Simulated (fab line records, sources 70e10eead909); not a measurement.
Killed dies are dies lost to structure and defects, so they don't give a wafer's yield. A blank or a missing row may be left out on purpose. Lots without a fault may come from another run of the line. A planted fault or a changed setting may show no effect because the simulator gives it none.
Which tool did it? | flow nand_harc | 24 lots, 72 wafers sampled, at 4 steps of a route of 1302

WHAT THE GAUGES READ, wafer by wafer
NHARC_A_CONTACT_CD_MEAS_15. Usual: cd_nm 190.1 nm, standard deviation 0.64.
lot  | measured     | on        | cd_nm (nm)        | flag
L074 | day 22 05:07 | cd_sem-03 | 190.2 189.5 190.6 |
L076 | day 22 20:49 | cd_sem-02 | 190.6 190.0 189.7 |
L075 | day 22 21:50 | cd_sem-01 | 189.2 189.8 189.5 |
L077 | day 23 19:58 | cd_sem-03 | 189.2 190.2 189.7 |
L079 | day 24 02:58 | cd_sem-01 | 189.0 189.2 189.8 |
L078 | day 24 06:44 | cd_sem-01 | 190.8 190.6 191.3 |
L082 | day 25 04:00 | cd_sem-03 | 190.2 190.5 189.7 |
L081 | day 25 07:32 | cd_sem-03 | 189.6 191.2 191.1 |
L080 | day 25 10:40 | cd_sem-01 | 189.8 190.3 189.4 |
L084 | day 26 10:37 | cd_sem-03 | 190.0 190.6 190.6 |
L083 | day 26 15:10 | cd_sem-02 | 189.8 190.4 189.1 |
L085 | day 26 17:44 | cd_sem-02 | 189.8 189.5 190.0 |
L086 | day 27 05:06 | cd_sem-02 | 190.2 189.7 190.4 |
L087 | day 27 18:03 | cd_sem-01 | 190.5 189.9 190.9 |
L088 | day 28 10:13 | cd_sem-02 | 189.7 190.0 189.4 |
L089 | day 28 12:34 | cd_sem-01 | 189.7 190.1 189.7 |
L091 | day 29 08:43 | cd_sem-01 | 189.3 189.2 190.6 |
L090 | day 29 08:58 | cd_sem-01 | 190.6 191.1 189.9 |
L092 | day 29 12:46 | cd_sem-03 | 190.4 191.4 191.4 |
L093 | day 30 01:56 | cd_sem-02 | 191.0 190.3 189.7 |
L094 | day 30 10:46 | cd_sem-02 | 190.5 190.1 190.7 |
L095 | day 31 07:51 | cd_sem-03 | 190.9 191.5 191.8 |
L096 | day 31 09:35 | cd_sem-01 | 189.3 190.6 189.1 |
L097 | day 32 07:29 | cd_sem-01 | 189.0 191.1 190.8 |

NHARC_A_BLC_CD_MEAS_19. Usual: cd_nm 99.9 nm, standard deviation 2.8.
lot  | measured     | on        | cd_nm (nm)        | flag
L074 | day 22 09:13 | cd_sem-01 | 101.9 101.3 105.3 |
L076 | day 23 00:59 | cd_sem-02 | 101.4 101.5 105.5 |
L075 | day 23 02:02 | cd_sem-03 | 103.7 100.1 102.7 |
L077 | day 24 00:04 | cd_sem-01 | 102.0 99.3 103.0  |
L079 | day 24 07:04 | cd_sem-03 | 99.9 99.5 100.2   |
L078 | day 24 11:04 | cd_sem-02 | 99.3 100.3 100.4  |
L082 | day 25 08:28 | cd_sem-01 | 101.8 100.2 99.7  |
L081 | day 25 12:27 | cd_sem-02 | 99.2 99.3 98.2    |
L080 | day 25 15:34 | cd_sem-03 | 99.3 95.7 98.2    |
L084 | day 26 14:35 | cd_sem-02 | 96.6 95.7 99.7    |
L083 | day 26 19:16 | cd_sem-03 | 97.4 97.6 96.5    |
L085 | day 26 21:49 | cd_sem-01 | 101.3 103.3 100.7 |
L086 | day 27 09:16 | cd_sem-03 | 97.8 97.2 100.4   |
L087 | day 27 22:19 | cd_sem-01 | 102.8 96.4 98.1   |
L088 | day 28 14:23 | cd_sem-01 | 100.9 104.2 99.3  |
L089 | day 28 16:50 | cd_sem-02 | 104.8 102.3 97.9  |
L091 | day 29 12:46 | cd_sem-02 | 95.3 95.1 96.2    |
L090 | day 29 13:05 | cd_sem-01 | 103.2 99.9 100.3  |
L092 | day 29 16:43 | cd_sem-03 | 101.2 101.2 102.9 |
L093 | day 30 06:13 | cd_sem-01 | 95.5 95.9 99.2    |
L094 | day 30 14:55 | cd_sem-03 | 97.7 93.6 99.0    |
L095 | day 31 11:48 | cd_sem-03 | 99.5 99.9 104.4   |
L096 | day 31 13:40 | cd_sem-01 | 95.6 104.2 100.6  |
L097 | day 32 12:33 | cd_sem-02 | 102.8 100.2 99.1  |

WHICH TOOL RAN EACH LOT (tool, then ch and the chambers of the sampled wafers, then the start)
lot  | NHARC_A_CONTACT_ETCH_110           | NHARC_A_CONTACT_CVD_19
L074 | rie_diel-06 ch 0,2,3, day 22 05:25 | cvd_w-02 ch 0,1, day 22 09:13 or earlier
L076 | rie_diel-06 ch 0,1,3, day 22 21:08 | cvd_w-01 ch 0,1, day 23 00:59 or earlier
L075 | rie_diel-01 ch 0,1,3, day 22 22:12 | cvd_w-02 ch 0,1, day 23 02:02 or earlier
L077 | rie_diel-06 ch 1,3, day 23 20:16   | cvd_w-02 ch 0,1, day 24 00:04 or earlier
L079 | rie_diel-01 ch 1,3, day 24 03:16   | cvd_w-02 ch 0,1, day 24 07:04 or earlier
L078 | rie_diel-06 ch 1,2, day 24 07:04   | cvd_w-01 ch 0,1, day 24 11:04 or earlier
L082 | rie_diel-06 ch 0,1, day 25 04:39   | cvd_w-02 ch 0,1, day 25 08:28 or earlier
L081 | rie_diel-01 ch 0,3, day 25 07:53   | cvd_w-01 ch 0, day 25 12:27 or earlier
L080 | rie_diel-01 ch 1,3, day 25 11:00   | cvd_w-01 ch 0, day 25 15:34 or earlier
L084 | rie_diel-01 ch 1,2,3, day 26 10:55 | cvd_w-02 ch 0,1, day 26 14:35 or earlier
L083 | rie_diel-13 ch 0,1, day 26 15:28   | cvd_w-02 ch 1, day 26 19:16 or earlier
L085 | rie_diel-06 ch 0,1,2, day 26 18:02 | cvd_w-01 ch 1, day 26 21:49 or earlier
L086 | rie_diel-06 ch 0,2,3, day 27 05:23 | cvd_w-02 ch 0,1, day 27 09:16 or earlier
L087 | rie_diel-06 ch 2,3, day 27 18:22   | cvd_w-01 ch 0,1, day 27 22:19 or earlier
L088 | rie_diel-06 ch 0,2,3, day 28 10:31 | cvd_w-01 ch 0,1, day 28 14:23 or earlier
L089 | rie_diel-13 ch 1,2,3, day 28 12:52 | cvd_w-01 ch 0,1, day 28 16:50 or earlier
L091 | rie_diel-01 ch 0,3, day 29 09:03   | cvd_w-02 ch 0,1, day 29 12:46 or earlier
L090 | rie_diel-06 ch 0,2,3, day 29 09:15 | cvd_w-01 ch 0,1, day 29 13:05 or earlier
L092 | rie_diel-06 ch 0,2,3, day 29 13:04 | cvd_w-01 ch 0,1, day 29 16:43 or earlier
L093 | rie_diel-06 ch 0,1,3, day 30 02:14 | cvd_w-01 ch 0,1, day 30 06:13 or earlier
L094 | rie_diel-01 ch 0,1, day 30 11:08   | cvd_w-01 ch 0,1, day 30 14:55 or earlier
L095 | rie_diel-06 ch 0,1, day 31 08:08   | cvd_w-02 ch 0, day 31 11:48 or earlier
L096 | rie_diel-06 ch 0,2,3, day 31 09:53 | cvd_w-02 ch 0,1, day 31 13:40 or earlier
L097 | rie_diel-06 ch 0,2,3, day 32 08:33 | cvd_w-01 ch 0,1, day 32 12:33 or earlier
- NHARC_A_CONTACT_ETCH_110: etches the open film in CF4/O2, target depth 60 nm, overetch 6 nm, time 33 s.
- NHARC_A_CONTACT_CVD_19: deposits W, target thk 300 nm, time 802 s.

WHAT THE TOOLS THEMSELVES READ (means of the sampled wafers that have a number; where no wafer has one, the mark that the record gives instead)
NHARC_A_CONTACT_ETCH_110. Usual: drypump_motor_current_A 5.7 A, standard deviation 0.57; oes_product_au 1.001 a.u., standard deviation 0.014; rf_vpp_V 197.5 V, standard deviation 1.1; showerhead_plenum_p_Torr 1.32 Torr, standard deviation 0.045; throttle_valve_pct 13.399 %, standard deviation 0.0089.
lot  | tool        | drypump_motor_current_A (A) | oes_product_au (a.u.) | rf_vpp_V (V) | showerhead_plenum_p_Torr (Torr) | throttle_valve_pct (%) | flag
L074 | rie_diel-06 | 5.7                         | 1.004                 | 197.0        | 1.31                            | 13.392                 |
L076 | rie_diel-06 | 5.9                         | 1.005                 | 198.5        | 1.36                            | 13.404                 |
L075 | rie_diel-01 | 5.6                         | 1.008                 | 197.0        | 1.30                            | 13.397                 |
L077 | rie_diel-06 | 6.3                         | 1.006                 | 199.7        | 1.39                            | 13.398                 |
L079 | rie_diel-01 | 5.1                         | 0.985                 | 197.0        | 1.31                            | 13.392                 |
L078 | rie_diel-06 | 6.0                         | 1.002                 | 197.9        | 1.35                            | 13.405                 |
L082 | rie_diel-06 | 5.4                         | 0.989                 | 198.5        | 1.35                            | 13.397                 |
L081 | rie_diel-01 | 5.8                         | 1.035                 | 196.8        | 1.29                            | 13.395                 |
L080 | rie_diel-01 | 5.3                         | 1.025                 | 197.0        | 1.30                            | 13.396                 |
L084 | rie_diel-01 | 5.2                         | 1.008                 | 198.1        | 1.31                            | 13.405                 |
L083 | rie_diel-13 | 5.6                         | 1.003                 | 196.9        | 1.30                            | 13.393                 |
L085 | rie_diel-06 | 5.6                         | 0.993                 | 197.3        | 1.32                            | 13.393                 |
L086 | rie_diel-06 | 5.7                         | 0.999                 | 198.1        | 1.31                            | 13.397                 |
L087 | rie_diel-06 | 5.9                         | 1.000                 | 196.9        | 1.29                            | 13.399                 |
L088 | rie_diel-06 | 5.7                         | 0.996                 | 197.3        | 1.31                            | 13.399                 |
L089 | rie_diel-13 | 5.9                         | 0.988                 | 197.2        | 1.29                            | 13.403                 |
L091 | rie_diel-01 | 6.1                         | 1.028                 | 196.9        | 1.28                            | 13.394                 |
L090 | rie_diel-06 | 5.7                         | 0.997                 | 198.0        | 1.31                            | 13.409                 |
L092 | rie_diel-06 | 5.7                         | 0.995                 | 196.3        | 1.31                            | 13.401                 |
L093 | rie_diel-06 | 5.9                         | 0.988                 | 197.8        | 1.35                            | 13.390                 |
L094 | rie_diel-01 | 5.3                         | 1.008                 | 197.5        | 1.29                            | 13.403                 |
L095 | rie_diel-06 | 5.8                         | 0.993                 | 198.1        | 1.37                            | 13.395                 |
L096 | rie_diel-06 | 5.7                         | 0.996                 | 197.6        | 1.31                            | 13.402                 |
L097 | rie_diel-06 | 5.7                         | 0.999                 | 197.0        | 1.30                            | 13.402                 |

NHARC_A_CONTACT_CVD_19. Usual: heater_power_w 470 W, standard deviation 17; throttle_valve_pct 7.9 %, standard deviation 0.44.
lot  | tool     | heater_power_w (W) | throttle_valve_pct (%) | flag
L074 | cvd_w-02 | 463                | 7.8                    |
L076 | cvd_w-01 | 462                | 8.3                    |
L075 | cvd_w-02 | 454                | 7.8                    |
L077 | cvd_w-02 | 463                | 7.9                    |
L079 | cvd_w-02 | 463                | 7.4                    |
L078 | cvd_w-01 | 482                | 8.0                    |
L082 | cvd_w-02 | 461                | 7.8                    |
L081 | cvd_w-01 | 495                | 8.3                    |
L080 | cvd_w-01 | 486                | 8.3                    |
L084 | cvd_w-02 | 468                | 7.5                    |
L083 | cvd_w-02 | 459                | 8.2                    |
L085 | cvd_w-01 | 466                | 7.6                    |
L086 | cvd_w-02 | 468                | 7.6                    |
L087 | cvd_w-01 | 480                | 8.2                    |
L088 | cvd_w-01 | 485                | 8.1                    |
L089 | cvd_w-01 | 475                | 7.9                    |
L091 | cvd_w-02 | 450                | 7.5                    |
L090 | cvd_w-01 | 485                | 8.0                    |
L092 | cvd_w-01 | 483                | 8.0                    |
L093 | cvd_w-01 | 477                | 7.9                    |
L094 | cvd_w-01 | 490                | 8.1                    |
L095 | cvd_w-02 | 462                | 7.3                    |
L096 | cvd_w-02 | 453                | 7.6                    |
L097 | cvd_w-01 | 464                | 7.7                    |

THE ANSWER, worked out from the rows above alone
Rule: a lot is off if the mean of its wafers that have a number lies more than 3 standard deviations from the usual mean. A lot without any number at a reading at which 4 lots or more have one is off too. The other lots that the step has rows for count as sound. The gauges are gone through in route order, then the tools' own readings, and for those a lot's mean is taken as printed above. The first step at which some lot is off is used, and at that step the reading that is off furthest; a lot without a number counts as furthest.
No lot is off at any reading shown: from this, nothing can be told.

WHAT THE SIMULATOR HAD PUT IN
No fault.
